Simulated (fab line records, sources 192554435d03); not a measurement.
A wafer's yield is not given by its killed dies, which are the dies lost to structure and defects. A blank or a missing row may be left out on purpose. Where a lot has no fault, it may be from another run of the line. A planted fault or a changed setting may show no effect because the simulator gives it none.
Split-lot study || flow n5_finfet || 7 lots, 39 wafers read, on a route of 1938 steps

== THE SPLIT ITSELF ==
At N5_DUMMY_GATE_EXPOSE_12 (exposes mask GATE, target cd 25 nm), the setting dose_mj was moved away from the recipe's 34 on 18 of the 39 wafers read, by -7.3% to +6.4%. All remaining wafers had this setting at the recipe value.

== FROM THE SPLIT TO THE READING: what the file shows between them, 7 steps ==
- N5_DUMMY_GATE_PEB_13: peb time 60 s
- N5_DUMMY_GATE_DEVELOP_14: develop time 30 s
- N5_DUMMY_GATE_CD_MEAS_15: target cd 25.8 nm
- N5_DUMMY_GATE_STRIP_38: strips in N2/H2
- N5_DUMMY_GATE_STRIP_39: strips in N2/H2
- N5_DUMMY_GATE_TRIM_49: chemistry O2, time 29 s, target cd 14 nm
- N5_DUMMY_GATE_STRIP_40: strips in CF4

== THE READING ==
cd_nm (nm) at N5_DUMMY_GATE_CD_MEAS_50, where the cd target is 14 nm. A value of 14.0 nm with a standard deviation of 0.34 nm is what fault-free wafers of this fab line usually give.

{"wafer": "L077.1", "tool, chamber at the split": "euv_scanner-01, 0", "dose_mj as run": 33.3, "against the recipe": "-2.1%", "cd_nm, nm": 14.6, "against lot-mates on the recipe": "+0.3"}
{"wafer": "L077.2", "tool, chamber at the split": "euv_scanner-01, 0", "dose_mj as run": 34, "against the recipe": "recipe", "cd_nm, nm": 14.0, "against lot-mates on the recipe": "-"}
{"wafer": "L077.3", "tool, chamber at the split": "euv_scanner-01, 0", "dose_mj as run": 33.3, "against the recipe": "-2.1%", "cd_nm, nm": 14.4, "against lot-mates on the recipe": "+0.1"}
{"wafer": "L077.4", "tool, chamber at the split": "euv_scanner-01, 0", "dose_mj as run": 33.3, "against the recipe": "-2.1%", "cd_nm, nm": 14.2, "against lot-mates on the recipe": -0.1}
{"wafer": "L077.5", "tool, chamber at the split": "euv_scanner-01, 0", "dose_mj as run": 34, "against the recipe": "recipe", "cd_nm, nm": 14.3, "against lot-mates on the recipe": "-"}
{"wafer": "L077.6", "tool, chamber at the split": "euv_scanner-01, 0", "dose_mj as run": 34, "against the recipe": "recipe", "cd_nm, nm": 14.7, "against lot-mates on the recipe": "-"}
{"wafer": "L078.1", "tool, chamber at the split": "euv_scanner-01, 0", "dose_mj as run": 31.53, "against the recipe": "-7.3%", "cd_nm, nm": 15.7, "against lot-mates on the recipe": "+1.3"}
{"wafer": "L078.2", "tool, chamber at the split": "euv_scanner-01, 0", "dose_mj as run": 31.53, "against the recipe": "-7.3%", "cd_nm, nm": 15.2, "against lot-mates on the recipe": "+0.8"}
{"wafer": "L078.3", "tool, chamber at the split": "euv_scanner-01, 0", "dose_mj as run": 31.53, "against the recipe": "-7.3%", "cd_nm, nm": 16.0, "against lot-mates on the recipe": "+1.6"}
{"wafer": "L078.4", "tool, chamber at the split": "euv_scanner-01, 0", "dose_mj as run": 34, "against the recipe": "recipe", "cd_nm, nm": 14.4, "against lot-mates on the recipe": "-"}
{"wafer": "L078.5", "tool, chamber at the split": "euv_scanner-01, 0", "dose_mj as run": 34, "against the recipe": "recipe", "cd_nm, nm": 14.4, "against lot-mates on the recipe": "-"}
{"wafer": "L078.6", "tool, chamber at the split": "euv_scanner-01, 0", "dose_mj as run": 34, "against the recipe": "recipe", "cd_nm, nm": 14.3, "against lot-mates on the recipe": "-"}
{"wafer": "L080.1", "tool, chamber at the split": "euv_scanner-01, 0", "dose_mj as run": 33.16, "against the recipe": "-2.5%", "cd_nm, nm": 15.1, "against lot-mates on the recipe": "+1.4"}
{"wafer": "L080.2", "tool, chamber at the split": "euv_scanner-01, 0", "dose_mj as run": 34, "against the recipe": "recipe", "cd_nm, nm": 13.2, "against lot-mates on the recipe": "-"}
{"wafer": "L080.3", "tool, chamber at the split": "euv_scanner-01, 0", "dose_mj as run": 34, "against the recipe": "recipe", "cd_nm, nm": 13.7, "against lot-mates on the recipe": "-"}
{"wafer": "L080.4", "tool, chamber at the split": "euv_scanner-01, 0", "dose_mj as run": 33.16, "against the recipe": "-2.5%", "cd_nm, nm": 14.7, "against lot-mates on the recipe": "+1.0"}
{"wafer": "L080.5", "tool, chamber at the split": "euv_scanner-01, 0", "dose_mj as run": 34, "against the recipe": "recipe", "cd_nm, nm": 14.1, "against lot-mates on the recipe": "-"}
{"wafer": "L080.6", "tool, chamber at the split": "euv_scanner-01, 0", "dose_mj as run": 33.16, "against the recipe": "-2.5%", "cd_nm, nm": 14.1, "against lot-mates on the recipe": "+0.4"}
{"wafer": "L087.1", "tool, chamber at the split": "euv_scanner-02, 0", "dose_mj as run": 34, "against the recipe": "recipe", "cd_nm, nm": 14.0, "against lot-mates on the recipe": "-"}
{"wafer": "L087.2", "tool, chamber at the split": "euv_scanner-02, 0", "dose_mj as run": 31.56, "against the recipe": "-7.2%", "cd_nm, nm": 15.7, "against lot-mates on the recipe": "+1.9"}
{"wafer": "L087.3", "tool, chamber at the split": "euv_scanner-02, 0", "dose_mj as run": 31.56, "against the recipe": "-7.2%", "cd_nm, nm": 15.4, "against lot-mates on the recipe": "+1.6"}
{"wafer": "L087.4", "tool, chamber at the split": "euv_scanner-02, 0", "dose_mj as run": 34, "against the recipe": "recipe", "cd_nm, nm": 13.8, "against lot-mates on the recipe": "-"}
{"wafer": "L087.5", "tool, chamber at the split": "euv_scanner-02, 0", "dose_mj as run": 31.56, "against the recipe": "-7.2%", "cd_nm, nm": 15.5, "against lot-mates on the recipe": "+1.7"}
{"wafer": "L087.6", "tool, chamber at the split": "euv_scanner-02, 0", "dose_mj as run": 34, "against the recipe": "recipe", "cd_nm, nm": 13.6, "against lot-mates on the recipe": "-"}
{"wafer": "L089.1", "tool, chamber at the split": "euv_scanner-01, 0", "dose_mj as run": 35.96, "against the recipe": "+5.8%", "cd_nm, nm": 12.7, "against lot-mates on the recipe": -0.7}
{"wafer": "L089.2", "tool, chamber at the split": "euv_scanner-01, 0", "dose_mj as run": 34, "against the recipe": "recipe", "cd_nm, nm": 13.5, "against lot-mates on the recipe": "-"}
{"wafer": "L089.3", "tool, chamber at the split": "euv_scanner-01, 0", "dose_mj as run": 34, "against the recipe": "recipe", "cd_nm, nm": 13.3, "against lot-mates on the recipe": "-"}
{"wafer": "L089.4", "tool, chamber at the split": "euv_scanner-01, 0", "dose_mj as run": 35.96, "against the recipe": "+5.8%", "cd_nm, nm": 12.7, "against lot-mates on the recipe": -0.7}
{"wafer": "L089.5", "tool, chamber at the split": "euv_scanner-01, 0", "dose_mj as run": 34, "against the recipe": "recipe", "cd_nm, nm": 13.4, "against lot-mates on the recipe": "-"}
{"wafer": "L089.6", "tool, chamber at the split": "euv_scanner-01, 0", "dose_mj as run": 35.96, "against the recipe": "+5.8%", "cd_nm, nm": 12.5, "against lot-mates on the recipe": -0.9}
{"wafer": "L092.1", "tool, chamber at the split": "euv_scanner-02, 0", "dose_mj as run": 36.18, "against the recipe": "+6.4%", "cd_nm, nm": 12.8, "against lot-mates on the recipe": -1.1}
{"wafer": "L092.2", "tool, chamber at the split": "euv_scanner-02, 0", "dose_mj as run": 36.18, "against the recipe": "+6.4%", "cd_nm, nm": 12.6, "against lot-mates on the recipe": -1.3}
{"wafer": "L092.3", "tool, chamber at the split": "euv_scanner-02, 0", "dose_mj as run": 34, "against the recipe": "recipe", "cd_nm, nm": 13.7, "against lot-mates on the recipe": "-"}
{"wafer": "L092.4", "tool, chamber at the split": "euv_scanner-02, 0", "dose_mj as run": 36.18, "against the recipe": "+6.4%", "cd_nm, nm": 13.0, "against lot-mates on the recipe": -0.9}
{"wafer": "L092.5", "tool, chamber at the split": "euv_scanner-02, 0", "dose_mj as run": 34, "against the recipe": "recipe", "cd_nm, nm": 14.2, "against lot-mates on the recipe": "-"}
{"wafer": "L092.6", "tool, chamber at the split": "euv_scanner-02, 0", "dose_mj as run": 34, "against the recipe": "recipe", "cd_nm, nm": 13.8, "against lot-mates on the recipe": "-"}
{"wafer": "L094.3", "tool, chamber at the split": "euv_scanner-02, 0", "dose_mj as run": 34, "against the recipe": "recipe", "cd_nm, nm": 14.0, "against lot-mates on the recipe": "-"}
{"wafer": "L094.4", "tool, chamber at the split": "euv_scanner-02, 0", "dose_mj as run": 34, "against the recipe": "recipe", "cd_nm, nm": 14.0, "against lot-mates on the recipe": "-"}
{"wafer": "L094.6", "tool, chamber at the split": "euv_scanner-02, 0", "dose_mj as run": 34, "against the recipe": "recipe", "cd_nm, nm": 14.0, "against lot-mates on the recipe": "-"}

FIT RESULTS
A straight line over all 39 wafers: cd_nm changes by -0.217 nm for each +1% of dose_mj; r = -0.92; the points scatter about the line by 0.35 nm.
The same after taking each lot's own level away (the mean of its wafers on the recipe; 39 wafers): -0.186 nm for each +1%; r = -0.92; scatter 0.31 nm.
On that fit, the largest move of dose_mj shifts the reading by 1.4 nm.
The lots' own levels span 13.40 to 14.37 nm, that is 2.8 times the standard deviation above.
So the slope is not independent of the lot-to-lot level: the two fits are not the same.
Check: for one of the wafers moved furthest among these (-7.3%), held out of the fit, the line's prediction against its lot-mates is +1.43 nm. It came out at +1.33 nm against them.

== FURTHER SPLITS ON THESE WAFERS ==
These wafers also went through other splits before the reading. Each is held against what the fit with the lots' levels taken away leaves over:
{"other split on the same wafers": "N5_FIN_SAQP_HM_DEP_03 target_thk_a", "wafers away from the commonest value": 18, "r with cd_nm (lot level and that fit taken away)": "+0.13"}

== THE WHOLE CHAIN: every reading that the file lists as answering this split, in the file's order ==
{"step": "N5_DUMMY_GATE_CD_MEAS_15", "what it does": "target cd 25.8 nm", "reading": "cd_nm", "change (the file's fit)": "-0.18 nm for each +1% of the setting", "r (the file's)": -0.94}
{"step": "N5_DUMMY_GATE_TRIM_49", "what it does": "chemistry O2, time 29 s, target cd 14 nm", "reading": "DUMMY_GATE.cd_nm (the simulator's own value, which no gauge read)", "change (the file's fit)": "-0.187 nm for each +1% of the setting", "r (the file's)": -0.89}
{"step": "N5_DUMMY_GATE_CD_MEAS_50", "what it does": "target cd 14 nm", "reading": "cd_nm", "change (the file's fit)": "-0.188 nm for each +1% of the setting", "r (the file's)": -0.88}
{"step": "N5_DUMMY_GATE_ETCH_44", "what it does": "etches poly-Si in HBr/O2, stops on SiO2, target depth 127.5 nm", "reading": "DUMMY_GATE.cd_nm (the simulator's own value, which no gauge read)", "change (the file's fit)": "-0.178 nm for each +1% of the setting", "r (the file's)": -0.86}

== FILE'S OWN FIT ==
cd_nm changes by -0.188 nm for each +1% of dose_mj, r = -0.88.
